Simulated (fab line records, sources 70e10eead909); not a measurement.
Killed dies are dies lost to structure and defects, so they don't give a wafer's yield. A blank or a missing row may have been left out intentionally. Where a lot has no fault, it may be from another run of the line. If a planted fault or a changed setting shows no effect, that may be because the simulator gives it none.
Which of the tools did it? ; flow nand_harc ; Sampling: 14 lots, 42 wafers, 4 of 1159 route steps

WHAT EACH GAUGE READ, for each wafer
The record holds no reading of a measuring or inspecting step that can be judged against a usual standard deviation.

TOOL THAT RAN EACH LOT (tool first, then ch and the chambers of the sampled wafers, then the start)
lot;NHARC_A_M1_ETCH_28;NHARC_A_M1_ANNEAL_31;NHARC_A_M1_DEP_33;NHARC_A_BONDPAD_PVD_17
L933;rie_diel-06 ch 2,3, day 18 09:01 or earlier;rtp_anneal-01 ch 0, day 18 09:01;pecvd-01 ch 0,1,2, day 18 09:58;pvd_sputter-03, day 18 12:56
L931;rie_diel-12 ch 0,1,2, day 18 10:41 or earlier;rtp_anneal-01 ch 0, day 18 10:41;pecvd-04 ch 1,2, day 18 11:46;pvd_sputter-03, day 18 14:59
L936;rie_diel-12 ch 0,2,3, day 19 03:24 or earlier;rtp_anneal-02 ch 0, day 19 03:24;pecvd-01 ch 0,1,2, day 19 04:20;pvd_sputter-02, day 19 07:34
L937;rie_diel-06 ch 0,1, day 19 05:47 or earlier;rtp_anneal-01 ch 0, day 19 05:47;pecvd-04 ch 0,1,2, day 19 07:04;pvd_sputter-03, day 19 10:01
L941;rie_diel-06 ch 1,2,3, day 20 03:13 or earlier;rtp_anneal-02 ch 0, day 20 03:13;pecvd-03 ch 0,1,2, day 20 04:11;pvd_sputter-01, day 20 07:23
L940;rie_diel-07 ch 0,2,3, day 20 03:59 or earlier;rtp_anneal-01 ch 0, day 20 03:59;pecvd-03 ch 0,1,2, day 20 04:58;pvd_sputter-02, day 20 08:08
L944;rie_diel-07 ch 1,2, day 20 15:14 or earlier;rtp_anneal-02 ch 0, day 20 15:14;pecvd-03 ch 0,1, day 20 16:15;pvd_sputter-02, day 20 19:22
L942;rie_diel-12 ch 0,2, day 21 01:37 or earlier;rtp_anneal-02 ch 0, day 21 01:37;pecvd-01 ch 0,1, day 21 02:35;pvd_sputter-03, day 21 05:37
L945;rie_diel-12 ch 1,2, day 22 05:25 or earlier;rtp_anneal-01 ch 0, day 22 05:25;pecvd-01 ch 0,2, day 22 06:29;pvd_sputter-01, day 22 09:24
L949;rie_diel-07 ch 0,2,3, day 22 05:44 or earlier;rtp_anneal-01 ch 0, day 22 05:44;pecvd-04 ch 1,2, day 22 06:43;pvd_sputter-03, day 22 09:56
L951;rie_diel-07 ch 0,2,3, day 22 11:02 or earlier;rtp_anneal-02 ch 0, day 22 11:02;pecvd-03 ch 0,2, day 22 11:56;pvd_sputter-03, day 22 15:02
L952;rie_diel-06 ch 0,1,2, day 22 15:58 or earlier;rtp_anneal-02 ch 0, day 22 15:58;pecvd-03 ch 0,2, day 22 17:01;pvd_sputter-03, day 22 20:01
L953;rie_diel-06 ch 1,3, day 23 04:20 or earlier;rtp_anneal-01 ch 0, day 23 04:20;pecvd-01 ch 0,1,2, day 23 05:17;pvd_sputter-02, day 23 08:20
L954;rie_diel-12 ch 0,2,3, day 23 10:14 or earlier;rtp_anneal-01 ch 0, day 23 10:14;pecvd-01 ch 0,1,2, day 23 11:11;pvd_sputter-01, day 23 14:15
- NHARC_A_M1_ETCH_28: etches the open film in CF4/N2, target depth 30 nm, time 72.99 s.
- NHARC_A_M1_ANNEAL_31: time 90 s.
- NHARC_A_M1_DEP_33: deposits SiCN, target thk 30 nm.
- NHARC_A_BONDPAD_PVD_17: deposits TaN, target thk 5 nm, time 8.06 s.

AS READ BY THE TOOLS THEMSELVES (means over the sampled wafers that have a number; for cases with no such wafer, the mark the record gives instead)
NHARC_A_M1_ETCH_28. Usual: drypump_motor_current_A 5.8 A, standard deviation 0.48; oes_product_au 0.993 a.u., standard deviation 0.01; rf_fwd_power_W 297.6 W, standard deviation 1.1; rf_vpp_V 313.3 V, standard deviation 1.9; showerhead_plenum_p_Torr 2.58 Torr, standard deviation 0.1; throttle_valve_pct 19.793 %, standard deviation 0.0083.
lot;tool;drypump_motor_current_A (A);oes_product_au (a.u.);rf_fwd_power_W (W);rf_vpp_V (V);showerhead_plenum_p_Torr (Torr);throttle_valve_pct (%);flag
L933;rie_diel-06;5.3;0.999;298.3;313.8;2.64;19.787;
L931;rie_diel-12;5.8;0.998;297.8;311.4;2.48;19.799;
L936;rie_diel-12;5.5;0.996;298.0;312.4;2.53;19.797;
L937;rie_diel-06;6.3;0.999;298.2;314.6;2.63;19.791;
L941;rie_diel-06;5.5;0.991;298.0;315.4;2.65;19.801;
L940;rie_diel-07;5.7;0.993;297.3;313.8;2.56;19.797;
L944;rie_diel-07;6.3;0.985;297.6;314.1;2.58;19.795;
L942;rie_diel-12;5.8;0.989;298.4;312.4;2.51;19.797;
L945;rie_diel-12;5.5;1.007;297.0;311.0;2.45;19.787;
L949;rie_diel-07;5.7;0.981;297.1;313.2;2.56;19.790;
L951;rie_diel-07;5.7;0.986;298.3;312.6;2.56;19.795;
L952;rie_diel-06;5.8;0.994;297.8;313.2;2.62;19.796;
L953;rie_diel-06;6.0;0.995;298.4;315.0;2.70;19.796;
L954;rie_diel-12;5.5;1.003;297.1;312.3;2.53;19.794;

NHARC_A_M1_ANNEAL_31. Usual: wafer_temp_C_max reads 226.31 (standard deviation 0.3).
lot;tool;wafer_temp_C_max;flag
L933;rtp_anneal-01;226.38;
L931;rtp_anneal-01;226.11;
L936;rtp_anneal-02;226.23;
L937;rtp_anneal-01;226.51;
L941;rtp_anneal-02;226.23;
L940;rtp_anneal-01;226.48;
L944;rtp_anneal-02;226.02;
L942;rtp_anneal-02;226.24;
L945;rtp_anneal-01;226.48;
L949;rtp_anneal-01;226.33;
L951;rtp_anneal-02;226.52;
L952;rtp_anneal-02;226.29;
L953;rtp_anneal-01;226.38;
L954;rtp_anneal-01;226.48;

NHARC_A_M1_DEP_33. Usual: heater_power_w 576 W, standard deviation 57; rf_fwd_power_W 449.0 W, standard deviation 1.3.
lot;tool;heater_power_w (W);rf_fwd_power_W (W);flag
L933;pecvd-01;588;449.6;
L931;pecvd-04;567;448.9;
L936;pecvd-01;618;448.3;
L937;pecvd-04;591;448.9;
L941;pecvd-03;536;447.7;
L940;pecvd-03;552;448.4;
L944;pecvd-03;565;449.9;
L942;pecvd-01;646;450.1;
L945;pecvd-01;590;449.7;
L949;pecvd-04;567;448.5;
L951;pecvd-03;491;447.7;
L952;pecvd-03;508;449.2;
L953;pecvd-01;645;449.9;
L954;pecvd-01;649;448.4;

NHARC_A_BONDPAD_PVD_17. Usual: bias_v 168.5 V, standard deviation 1.6; cathode_dc_power_W 15000 W, standard deviation 2.7; throttle_valve_pct 29.8 %, standard deviation 0.67.
lot;tool;bias_v (V);cathode_dc_power_W (W);throttle_valve_pct (%);flag
L933;pvd_sputter-03;168.1;14999;29.8;
L931;pvd_sputter-03;169.1;15002;29.7;
L936;pvd_sputter-02;167.9;14999;30.5;
L937;pvd_sputter-03;168.8;15002;29.3;
L941;pvd_sputter-01;168.0;15003;30.1;
L940;pvd_sputter-02;169.3;15001;30.3;
L944;pvd_sputter-02;169.3;14999;30.4;
L942;pvd_sputter-03;168.7;14997;29.0;
L945;pvd_sputter-01;-;-;-;OFF
L949;pvd_sputter-03;-;-;-;OFF
L951;pvd_sputter-03;169.1;15001;28.8;
L952;pvd_sputter-03;168.3;14998;29.4;
L953;pvd_sputter-02;169.5;14997;30.1;
L954;pvd_sputter-01;168.1;14998;30.0;

THE ANSWER, worked out from the rows above alone
Rule: a lot counts as off when the mean over its wafers that have a number is more than 3 standard deviations away from the usual mean. Also off: a lot with no number at a reading for which 4 or more lots have one. Any other lot the step has rows for is counted as sound. First the gauges in route order, then the tools' own readings, where a lot's mean is used as printed above. The first step at which some lot is off is used, and at that step the reading that is off furthest; a lot without a number counts as furthest.
Off, at NHARC_A_BONDPAD_PVD_17 on bias_v: L945, L949. Without a number there: L945, L949.
If a tool, at that step or one of the process steps before it, ran each lot that is off and ran no sound lot following the first of them, it fits. NHARC_A_M1_ETCH_28 gives no start for some lots, so the hours and the order of its lots are those of NHARC_A_M1_ANNEAL_31. No candidate that was tried fits.

WHAT THE SIMULATOR HAD INSERTED
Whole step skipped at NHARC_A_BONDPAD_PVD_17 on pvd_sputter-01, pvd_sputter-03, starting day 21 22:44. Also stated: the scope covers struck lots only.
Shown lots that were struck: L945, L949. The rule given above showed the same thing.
